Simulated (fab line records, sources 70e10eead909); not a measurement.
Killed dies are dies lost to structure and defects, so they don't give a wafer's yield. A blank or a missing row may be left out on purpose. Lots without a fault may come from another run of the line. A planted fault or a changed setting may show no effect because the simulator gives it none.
Which tool did it? | flow nand_harc | 11 lots, 33 wafers sampled, at 5 steps of a route of 1302

WHAT THE GAUGES READ, wafer by wafer
NHARC_END_SORT_01.
lot  | measured     | on        | defect_limited_yield (%)
L984 | day 27 22:02 | prober-01 | 93.9 93.9 94.2
L995 | day 32 18:20 | prober-01 | 90.8 89.8 93.6

WHICH TOOL RAN EACH LOT (tool, then ch and the chambers of the sampled wafers, then the start)
lot  | NHARC_A_BONDPAD_DESCUM_11          | NHARC_A_BONDPAD_ANNEAL_28        | NHARC_HYBRID_BOND_ACTIVATE_00      | NHARC_THIN_TSV_DEP_43
L977 | rie_diel-12 ch 0,1,2, day 23 07:02 | rtp_anneal-02 ch 0, day 23 08:42 | rie_diel-01 ch 1,3, day 23 09:38   | pecvd-04 ch 0,1,2, day 23 21:02
L978 | rie_diel-12 ch 0,1, day 23 23:04   | rtp_anneal-02 ch 0, day 24 00:53 | rie_diel-01 ch 1,2,3, day 24 01:43 | pecvd-03 ch 0,1,2, day 24 14:14
L980 | rie_diel-12 ch 2,3, day 24 00:53   | rtp_anneal-01 ch 0, day 24 02:34 | rie_diel-13 ch 0,1,3, day 24 03:32 | pecvd-01 ch 0,2, day 24 13:03
L976 | rie_diel-12 ch 0,2,3, day 24 01:52 | rtp_anneal-01 ch 0, day 24 03:38 | rie_diel-05 ch 1,2,3, day 24 04:29 | pecvd-03 ch 0,2, day 24 15:31
L983 | rie_diel-04 ch 0,1,3, day 25 00:05 | rtp_anneal-01 ch 0, day 25 01:45 | rie_diel-01 ch 0,2,3, day 25 02:43 | pecvd-04 ch 0,1,2, day 25 15:15
L982 | rie_diel-12 ch 0,2,3, day 25 04:17 | rtp_anneal-02 ch 0, day 25 06:01 | rie_diel-01 ch 0,1,3, day 25 06:56 | pecvd-03 ch 0,1, day 25 17:37
L985 | rie_diel-12 ch 0,2,3, day 26 09:20 | rtp_anneal-01 ch 0, day 26 11:01 | rie_diel-13 ch 0,2, day 26 11:57   | pecvd-04 ch 0,2, day 26 23:25
L984 | rie_diel-04 ch 0,1,3, day 26 12:41 | rtp_anneal-02 ch 0, day 26 14:21 | rie_diel-01 ch 0,2,3, day 26 15:19 | pecvd-01 ch 0,1, day 27 06:10
L994 | rie_diel-12 ch 0,1,2, day 30 21:40 | rtp_anneal-02 ch 0, day 30 23:22 | rie_diel-01 ch 1,2,3, day 31 00:18 | pecvd-04 ch 0,1,2, day 31 11:52
L995 | rie_diel-12 ch 0,3, day 31 07:01   | rtp_anneal-01 ch 0, day 31 08:47 | rie_diel-01 ch 1,2, day 31 09:56   | pecvd-04 ch 0,1,2, day 32 01:44
L996 | rie_diel-12 ch 0,1,2, day 32 11:24 | rtp_anneal-01 ch 0, day 32 13:04 | rie_diel-13 ch 0,1,2, day 32 14:01 | pecvd-01 ch 1,2, day 33 01:35
- NHARC_A_BONDPAD_DESCUM_11: chemistry O2, time 3 s.
- NHARC_A_BONDPAD_ANNEAL_28: time 90 s.
- NHARC_HYBRID_BOND_ACTIVATE_00: chemistry N2, time 60 s.
- NHARC_THIN_TSV_DEP_43: deposits SiO2, target thk 1328.5 nm.

THE ANSWER, worked out from the rows above alone
Rule: what is usual is taken from the lots themselves. Put in order of their means at a reading, lots are off if they are a third of the lots or fewer, leave a main group of 4 or more, and stand apart from it by a gap of 3 or more times the standard deviation of the main group's means; of several such gaps the widest counts. A main group whose means are all the same, to the digits that the tables above print for the reading, isn't used. A lot without any number at a reading at which 4 lots or more have one is off too. The other lots that the step has rows for count as sound.
No lot is off at any reading shown: from this, nothing can be told.

WHAT THE SIMULATOR HAD PUT IN
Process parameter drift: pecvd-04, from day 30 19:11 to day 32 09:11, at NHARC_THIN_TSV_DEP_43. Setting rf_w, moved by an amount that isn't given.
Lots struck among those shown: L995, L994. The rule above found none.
